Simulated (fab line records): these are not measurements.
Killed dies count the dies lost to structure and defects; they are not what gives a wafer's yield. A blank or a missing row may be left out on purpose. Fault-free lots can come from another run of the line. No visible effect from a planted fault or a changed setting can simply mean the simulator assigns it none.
Which tool did it?    flow nand_harc    39 wafers from 13 lots sampled at 5 of the route's 1159 steps

== WHAT THE GAUGES READ, wafer by wafer ==
NHARC_A_SLIT_CD_MEAS_21. Usual: cd_nm reads 289.8 nm (standard deviation 0.83).
lot   measured      on         cd_nm (nm)         flag
L843  day 14 17:39  cd_sem-02  289.3 288.9 289.6  
L844  day 15 03:40  cd_sem-03  288.6 288.9 288.9  
L847  day 15 09:18  cd_sem-03  290.8 291.5 290.6  
L846  day 15 09:28  cd_sem-02  290.2 289.4 290.5  
L849  day 16 03:44  cd_sem-03  289.8 290.0 289.8  
L848  day 16 05:23  cd_sem-02  290.0 290.8 291.1  
L851  day 16 17:04  cd_sem-03  289.7 289.7 290.0  
L854  day 17 04:13  cd_sem-02  289.2 290.3 290.5  
L855  day 17 16:43  cd_sem-01  290.6 290.2 289.9  
L859  day 19 05:46  cd_sem-03  290.1 290.5 290.7  
L860  day 19 07:57  cd_sem-02  288.3 288.8 289.2  
L861  day 19 09:07  cd_sem-03  290.0 290.5 290.5  
L862  day 19 10:16  cd_sem-01  290.0 289.8 289.2  

NHARC_END_SORT_01. Usual: killed_at_array 28, standard deviation 11; killed_at_other 0.8, standard deviation 1.1; killed_at_periphery 3.3, standard deviation 2.8; killed_dies 32, standard deviation 11; killed_open 3.3, standard deviation 1.9; killed_short 1.9, standard deviation 1.4.
lot   measured      on         killed_at_array  killed_at_other  killed_at_periphery  killed_dies  killed_open  killed_short  flag
L854  day 22 09:53  prober-02  35 667 672       1 3 0            6 7 5                42 677 677   8 6 3        3 2 1         OFF
L855  day 22 14:04  prober-01  37 668 36        0 0 0            2 9 6                39 677 42    2 3 2        5 3 3         OFF

== TOOL THAT RAN EACH LOT (tool first, then ch and the chambers of the sampled wafers, then the start) ==
lot   NHARC_A_WL_FILL_RTA_01            NHARC_A_WL_FILL_ETCHBACK_04        NHARC_A_WL_FILL_STRIP_29
L843  rtp_anneal-02 ch 0, day 15 00:11  rie_metal-02 ch 0,1, day 15 04:49  rie_diel-03 ch 0,1, day 15 14:42
L844  rtp_anneal-01 ch 0, day 15 13:00  rie_metal-02 ch 0,1, day 15 20:43  rie_diel-03 ch 2,3, day 16 07:16
L847  rtp_anneal-01 ch 0, day 15 17:16  rie_metal-03 ch 0,1, day 16 00:42  rie_diel-05 ch 0,1, day 16 14:14
L846  rtp_anneal-02 ch 0, day 15 17:25  rie_metal-02 ch 0,1, day 16 00:46  rie_diel-06 ch 0,1,3, day 16 15:14
L849  rtp_anneal-01 ch 0, day 16 14:08  rie_metal-02 ch 0,1, day 16 20:31  rie_diel-05 ch 2,3, day 17 10:52
L848  rtp_anneal-01 ch 0, day 16 13:58  rie_metal-01 ch 0,1, day 16 20:35  rie_diel-03 ch 0,2,3, day 17 07:53
L851  rtp_anneal-01 ch 0, day 17 00:50  rie_metal-03 ch 0,1, day 17 11:19  rie_diel-06 ch 0,1,3, day 17 21:38
L854  rtp_anneal-02 ch 0, day 17 12:14  rie_metal-03 ch 1, day 17 18:55    rie_diel-03 ch 1,2, day 18 10:06
L855  rtp_anneal-01 ch 0, day 18 00:07  rie_metal-03 ch 0,1, day 18 04:08  rie_diel-03 ch 0,1,2, day 18 14:15
L859  rtp_anneal-02 ch 0, day 19 13:57  rie_metal-02 ch 0,1, day 19 17:53  rie_diel-05 ch 0,3, day 20 07:50
L860  rtp_anneal-01 ch 0, day 19 14:22  rie_metal-02 ch 0,1, day 19 21:17  rie_diel-05 ch 0,1,2, day 20 04:52
L861  rtp_anneal-01 ch 0, day 19 17:48  rie_metal-02 ch 1, day 20 00:52    rie_diel-03 ch 1,2,3, day 20 10:54
L862  rtp_anneal-02 ch 0, day 19 17:39  rie_metal-01 ch 1, day 20 00:19    rie_diel-05 ch 0,2,3, day 20 10:55
- NHARC_A_WL_FILL_RTA_01: time 5 s.
- NHARC_A_WL_FILL_ETCHBACK_04: etches the open film in NF3, target depth 60 nm, time 120 s.
- NHARC_A_WL_FILL_STRIP_29: strips in O2, time 20 s.

== WHAT THE TOOLS THEMSELVES READ (means of the sampled wafers that have a number; where no wafer has one, the mark that the record gives instead) ==
NHARC_A_WL_FILL_RTA_01. Usual: lamp_power_pct 33.5 %, standard deviation 1.6; wafer_temp_C_max 1005.4, standard deviation 0.93.
lot   tool           lamp_power_pct (%)  wafer_temp_C_max  flag
L843  rtp_anneal-02  35.7                1005.9            
L844  rtp_anneal-01  32.3                1005.1            
L847  rtp_anneal-01  32.3                1005.3            
L846  rtp_anneal-02  35.6                1005.6            
L849  rtp_anneal-01  32.2                1005.4            
L848  rtp_anneal-01  32.2                1005.2            
L851  rtp_anneal-01  32.3                1005.0            
L854  rtp_anneal-02  35.7                1005.7            
L855  rtp_anneal-01  32.3                1005.7            
L859  rtp_anneal-02  35.6                1004.7            
L860  rtp_anneal-01  32.3                1004.4            
L861  rtp_anneal-01  32.2                1005.1            
L862  rtp_anneal-02  35.7                1004.9            

NHARC_A_WL_FILL_ETCHBACK_04. Usual: drypump_motor_current_A 5.9 A, standard deviation 0.38; oes_product_au 0.998 a.u., standard deviation 0.012.
lot   tool          drypump_motor_current_A (A)  oes_product_au (a.u.)  flag
L843  rie_metal-02  6.0                          1.003                  
L844  rie_metal-02  6.0                          0.994                  
L847  rie_metal-03  5.8                          1.002                  
L846  rie_metal-02  6.1                          0.995                  
L849  rie_metal-02  6.1                          0.989                  
L848  rie_metal-01  5.7                          0.996                  
L851  rie_metal-03  5.6                          1.005                  
L854  rie_metal-03  5.5                          0.846                  OFF
L855  rie_metal-03  5.6                          0.927                  OFF
L859  rie_metal-02  6.1                          0.994                  
L860  rie_metal-02  6.1                          0.993                  
L861  rie_metal-02  6.3                          0.989                  
L862  rie_metal-01  6.4                          0.990                  

NHARC_A_WL_FILL_STRIP_29. Usual: drypump_motor_current_A 5.9 A, standard deviation 0.46; oes_product_au 0.998 a.u., standard deviation 0.015; rf_vpp_V 57.7 V, standard deviation 0.82; showerhead_plenum_p_Torr 3.49 Torr, standard deviation 0.14; throttle_valve_pct 17.035 %, standard deviation 0.0085.
lot   tool         drypump_motor_current_A (A)  oes_product_au (a.u.)  rf_vpp_V (V)  showerhead_plenum_p_Torr (Torr)  throttle_valve_pct (%)  flag
L843  rie_diel-03  6.0                          0.993                  57.4          3.60                             17.033                  
L844  rie_diel-03  5.7                          0.985                  57.6          3.38                             17.045                  
L847  rie_diel-05  5.8                          1.011                  58.2          3.51                             17.036                  
L846  rie_diel-06  6.2                          0.990                  57.5          3.48                             17.023                  
L849  rie_diel-05  5.5                          1.012                  58.6          3.63                             17.031                  
L848  rie_diel-03  5.9                          0.988                  58.0          3.48                             17.028                  
L851  rie_diel-06  6.2                          0.990                  58.2          3.48                             17.025                  
L854  rie_diel-03  5.6                          0.986                  57.7          3.48                             17.032                  
L855  rie_diel-03  5.8                          0.991                  57.9          3.54                             17.030                  
L859  rie_diel-05  5.6                          1.015                  58.3          3.64                             17.032                  
L860  rie_diel-05  5.9                          1.013                  57.0          3.44                             17.032                  
L861  rie_diel-03  5.6                          0.982                  57.5          3.44                             17.033                  
L862  rie_diel-05  5.8                          1.008                  57.6          3.57                             17.031                  

== THE ANSWER, worked out from the rows above alone ==
Rule: lot off if the mean of its wafers having a number is beyond 3 standard deviations from the usual mean. Also off: a lot with no number at a reading for which 4 or more lots have one. Where the step has rows for the other lots, those lots are counted as sound. Order of review: gauges by route order, followed by the tools' own readings, for which a lot's mean as printed above is used. At the first step where some lot is off, the reading lying furthest off is the one used; lots without a number count as furthest.
Off: L854, L855 (NHARC_END_SORT_01, killed_dies). Neither off nor sound, because the step has no rows for them: L843, L844, L847, L846, L849, L848, L851, L859, L860, L861, L862.
If a tool, at a process step before that reading, ran all the lots that are off and no sound lot after the first of them, it fits. The gauges at NHARC_END_SORT_01 aren't tried: what is off there is off at NHARC_A_WL_FILL_ETCHBACK_04 too, on other tools, and a gauge's error can't cause that. This does not decide it: 2 tools fit, namely rie_metal-03 at NHARC_A_WL_FILL_ETCHBACK_04 and rie_diel-03 at NHARC_A_WL_FILL_STRIP_29.

== WHAT THE SIMULATOR HAD PUT IN ==
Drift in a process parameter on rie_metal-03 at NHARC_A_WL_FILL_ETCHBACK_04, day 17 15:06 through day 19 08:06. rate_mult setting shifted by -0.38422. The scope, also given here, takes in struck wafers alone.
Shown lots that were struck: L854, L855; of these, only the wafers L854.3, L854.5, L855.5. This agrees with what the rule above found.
